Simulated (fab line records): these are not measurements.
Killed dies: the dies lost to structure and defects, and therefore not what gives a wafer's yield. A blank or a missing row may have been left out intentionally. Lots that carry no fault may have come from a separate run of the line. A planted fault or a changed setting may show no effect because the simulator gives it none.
A struck lot beside a sound one + flow n5 finfet + 33 out of 1938 route steps
Sound: wafers L450.2, L450.4, L450.5. Wafers struck: L440.2, L440.4, L440.5. Last of all comes the cause.
For every step that has rows: the tool of each side, followed by ch and its chambers, followed by its first start. Under that, the readings that differ: sound wafers + struck wafers + difference of the means + sigmas: that difference in standard deviations of wafers without a fault.
alike: readings with means less than 2 such deviations apart, plus words and numbers identical on both sides. not compared: withheld readings, readings lacking a value on some wafer, bounds such as >300 that could conceal the same value, and numbers that have no deviation in the record and whose values overlap.
A row with sigmas, a row that says differs or no value, or rows on one side alone: a step with any of these is where the two part. Numbers that have no deviation but don't overlap get no sigmas and don't part them. A reading that every wafer of one side lacks parts them only if that side has two wafers or more.

N5_BEOL_M14_PRE_CLEAN_42: time 30 s.
  sound on pvd sputter-02 at day 14 17:22; struck on pvd sputter-02 at day 12 17:46
  alike: heater power w
then, 4 steps without rows for these wafers: N5_BEOL_M14_SPUTTER_43 (material TaN, target thk 15 nm, time 24.19 s); N5_BEOL_M14_SPUTTER_44 (material Ta, target thk 15 nm, time 24.19 s); N5_BEOL_M14_SPUTTER_45 (material Cu, target thk 100 nm, time 16.67 s); N5_BEOL_M14_ECD_47 (material Cu, target thk 1248 nm).
N5_BEOL_M14_ANNEAL_48: time 90 s.
  sound on rtp anneal-01 ch 0, day 14 17:55; struck on rtp anneal-02 ch 0, day 12 18:19
  alike: wafer_temp_C_max
then, 1 step without rows for these wafers: N5_BEOL_M14_CMP_49 (polishes, stops on SiO2, t overpolish 5.2 s, target thk 560 nm).
N5_BEOL_M14_THK_MEAS_50: measures by xrf.
  sound on film metro-01 at day 14 18:28; struck on film metro-01 at day 12 18:53
  alike: M14_THK
then, 2 steps without rows for these wafers: N5_BEOL_M14_PRE_CLEAN_52 (time 15 s); N5_BEOL_M14_DEP_53 (deposits SiCN from 3MS/NH3, target thk 50 nm, time 17.8 s).
N5_BEOL_M14_RS_MEAS_54: measures by four-point-probe.
  sound on film metro-02 at day 14 18:36; struck on film metro-02 at day 12 19:01
  alike: M14_RS
N5_BEOL_M14_INSPECT_55: inspects for defects (darkfield).
  sound on defect inspect-02 at day 14 18:37; struck on defect inspect-02 at day 12 19:02
  alike: raw defect count
N5_BEOL_M15_ILD_DEP_00: deposits SiO2 from TEOS/O2, target thk 1629.3 nm, time 346.1 s.
  sound on pecvd-04 ch 0,1, day 14 18:40; struck on pecvd-04 ch 0,1, day 12 19:05
  no value came back on the struck wafers for any of 5 readings (chamber pressure Torr (Torr), heater power outer w (W) and others); on the sound wafers chamber pressure Torr (Torr) reads 6.500 6.497 6.510
then, 8 steps without rows for these wafers: N5_BEOL_M15_COAT_58 (time 60 s, resist thk 89 nm); N5_BEOL_M15_COAT_04 (resist thk 800 nm); N5_BEOL_M15_EBR_06; N5_BEOL_M15_SOFTBAKE_05 (time 60 s); N5_BEOL_M15_EXPOSE_07 (exposes mask V14); N5_BEOL_M15_PEB_08 (peb time 90 s); N5_BEOL_M15_DEVELOP_09 (develop time 45 s); N5_BEOL_M15_HARDBAKE_14 (time 120 s).
N5_BEOL_M15_CD_MEAS_10: target cd 360 nm.
  sound on cd sem-03 ch 0, day 14 19:13; struck on cd sem-01 ch 0, day 12 19:46
| reading    | sound             | struck            | difference | sigmas |
|------------|-------------------|-------------------|------------|--------|
| cd nm (nm) | 360.4 361.7 362.0 | 358.1 358.3 357.9 | -3.3       | -2     |
N5_BEOL_M15_OVL_MEAS_11:
  sound on overlay-02 ch 0, day 14 19:14; struck on overlay-01 ch 0, day 12 19:47
  alike: V14_OVL
N5_BEOL_M15_INSPECT_12: inspects for defects (macro).
  sound on defect inspect-02 at day 14 19:16; struck on defect inspect-01 at day 12 19:49
  alike: raw defect count
then, 1 step without rows for these wafers: N5_BEOL_M15_DESCUM_15 (chemistry O2, time 7.9 s).
N5_BEOL_M15_ETCH_59: etches BARC in N2/H2, target depth 89 nm, overetch 26.7 nm, time 67.9 s.
  sound on rie diel-01 ch 0,3, day 14 19:20; struck on rie diel-03 ch 1,3, day 12 20:02
  alike: drypump motor current A, oes product au, rf vpp V, showerhead plenum p Torr, throttle valve pct
  not compared: rf hours counter h
N5_BEOL_M15_VIA_ETCH_16: etches SiO2 in C4F8/O2/Ar, target depth 1792.2 nm.
  sound on rie diel-01 ch 0,3, day 14 19:23; struck on rie diel-03 ch 1,3, day 12 20:05
| reading                                    | sound             | struck            | difference | sigmas |
|--------------------------------------------|-------------------|-------------------|------------|--------|
| oes product au (a.u.)                      | 0.78 0.83 0.82    | 0.28 0.27 0.28    | -0.53      | -6     |
| throttle valve pct (%)                     | 30.67 30.81 30.79 | 29.92 30.02 29.94 | -0.80      | -5     |
| model.etch.depth nm (nm)                   | 1598 1628 1615    | 0 0 0             | -1614      |        |
| model.coat_of_BEOL_M15_COAT_04.thk nm (nm) | 337.6 327 330.4   | 715.2 715.6 716.6 | +384.1     |        |
  alike: C4F8_flow_sccm, drypump motor current A, rf vpp V, showerhead plenum p Torr
N5_BEOL_M15_STRIP_63: strips in O2.
  sound on rie diel-01 ch 0,3; struck on rie diel-03 ch 1,3
  alike: drypump motor current A, oes product au, rf vpp V, showerhead plenum p Torr, throttle valve pct
  not compared: rf hours counter h
N5_BEOL_M15_STRIP_64: strips in O2.
  sound on rie diel-01 ch 0,3; struck on rie diel-03 ch 1,3
  alike: drypump motor current A, oes product au, rf vpp V, showerhead plenum p Torr, throttle valve pct
  not compared: rf hours counter h
then, 2 steps without rows for these wafers: N5_BEOL_M15_STRIP_65 (strips in post etch residue remover, time 60 s); N5_BEOL_M15_SRD_66 (time 30 s, dry time 30 s).
N5_BEOL_M15_CD_MEAS_17: target cd 360 nm.
  sound on cd sem-01 at day 14 19:48; struck on cd sem-01 at day 12 20:30
| reading    | sound             | struck | difference                    | sigmas |
|------------|-------------------|--------|-------------------------------|--------|
| cd nm (nm) | 361.7 362.2 363.1 | - - -  | no value on the struck wafers |        |
then, 1 step without rows for these wafers: N5_BEOL_M15_COAT_56 (time 60 s, resist thk 550 nm).

WHERE THEY PART
At N5_BEOL_M15_ILD_DEP_00 first; at N5_BEOL_M15_CD_MEAS_17 last (within this record only).

WHY: what the simulator had put in
Skipped step whole: pecvd-04, from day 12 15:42 on, at N5_BEOL_M15_ILD_DEP_00. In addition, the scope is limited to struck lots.
